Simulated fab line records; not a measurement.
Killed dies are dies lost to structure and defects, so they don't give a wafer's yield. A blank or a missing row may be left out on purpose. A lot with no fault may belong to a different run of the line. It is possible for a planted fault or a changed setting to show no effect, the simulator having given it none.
The tool behind it: which one? | flow nand harc | 36 wafers from 12 lots sampled at 4 of the route's 1302 steps

## WHAT THE GAUGES SHOWED, per wafer
NHARC_A_M1_OVL_MEAS_10: pitch 240 nm.
lot  | measured     | on         | overlay x nm (nm)
L075 | day 23 07:49 | overlay-02 | -0.4 0.0 -0.2
L078 | day 24 09:40 | overlay-02 | -0.6 -0.3 -1.5
L079 | day 25 03:29 | overlay-01 | -0.5 -0.9 -0.8
L081 | day 25 13:36 | overlay-01 | -0.2 -0.3 -0.1
L082 | day 26 08:34 | overlay-01 | -0.8 -0.9 -0.8
L084 | day 27 07:43 | overlay-01 | 0.7 0.9 0.7
L087 | day 28 10:28 | overlay-01 | -0.9 -0.6 -1.0
L088 | day 29 09:28 | overlay-01 | 0.5 0.6 0.2
L091 | day 30 03:12 | overlay-02 | 0.4 1.0 0.3
L093 | day 31 03:01 | overlay-01 | 0.5 0.6 -0.2
L096 | day 31 16:40 | overlay-02 | 0.1 0.1 0.3
L097 | day 32 04:15 | overlay-02 | 0.8 0.4 0.7

## TOOL THAT RAN EACH LOT (tool first, then ch and the chambers of the sampled wafers, then the start)
lot  | NHARC_A_BLC_CMP_25            | NHARC_A_M0_DEGAS_28          | NHARC_A_M0_ANNEAL_30
L075 | cmp-03 ch 0,2, day 23 02:37   | pvd sputter-02, day 23 04:54 | rtp anneal-01 ch 0, day 23 05:37
L078 | cmp-02 ch 1,2,3, day 24 03:54 | pvd sputter-02, day 24 06:29 | rtp anneal-02 ch 0, day 24 07:13
L079 | cmp-04 ch 0,1,2, day 24 21:58 | pvd sputter-02, day 25 00:22 | rtp anneal-01 ch 0, day 25 01:11
L081 | cmp-02 ch 0,1, day 25 07:45   | pvd sputter-02, day 25 10:22 | rtp anneal-01 ch 0, day 25 11:16
L082 | cmp-03 ch 1,2,3, day 26 02:53 | pvd sputter-03, day 26 05:10 | rtp anneal-01 ch 0, day 26 06:10
L084 | cmp-03 ch 1,3, day 27 02:28   | pvd sputter-01, day 27 04:49 | rtp anneal-02 ch 0, day 27 05:37
L087 | cmp-03 ch 0,2,3, day 28 05:02 | pvd sputter-03, day 28 07:25 | rtp anneal-01 ch 0, day 28 08:10
L088 | cmp-02 ch 0,1, day 29 04:08   | pvd sputter-03, day 29 06:34 | rtp anneal-01 ch 0, day 29 07:22
L091 | cmp-02 ch 1,2,3, day 29 21:45 | pvd sputter-03, day 30 00:10 | rtp anneal-02 ch 0, day 30 00:58
L093 | cmp-02 ch 0,1,2, day 30 21:32 | pvd sputter-03, day 30 23:59 | rtp anneal-01 ch 0, day 31 00:43
L096 | cmp-03 ch 0,2, day 31 11:10   | pvd sputter-01, day 31 13:34 | rtp anneal-02 ch 0, day 31 14:17
L097 | cmp-04 ch 0,1,3, day 31 22:47 | pvd sputter-01, day 32 01:13 | rtp anneal-01 ch 0, day 32 02:00
- NHARC_A_BLC_CMP_25: polishes, t overpolish 30 s, target thk 150 nm.
- NHARC_A_M0_DEGAS_28: time 60 s.
- NHARC_A_M0_ANNEAL_30: time 90 s.

## THE ANSWER, worked out from the rows above alone
Rule: the lots themselves supply what counts as usual. Put in order of their means at a reading, lots are off if they are a third of the lots or fewer, leave a main group of 4 or more, and stand apart from it by a gap of 3 or more times the standard deviation of the main group's means; of several such gaps the widest counts. A main group is skipped when, at the precision printed for the reading in the tables above, its means are all equal. Also off: a lot with no number at a reading for which 4 or more lots have one. The other lots that the step has rows for count as sound.
None of the lots is off at any reading shown; this tells nothing.

## WHAT THE SIMULATOR PUT IN
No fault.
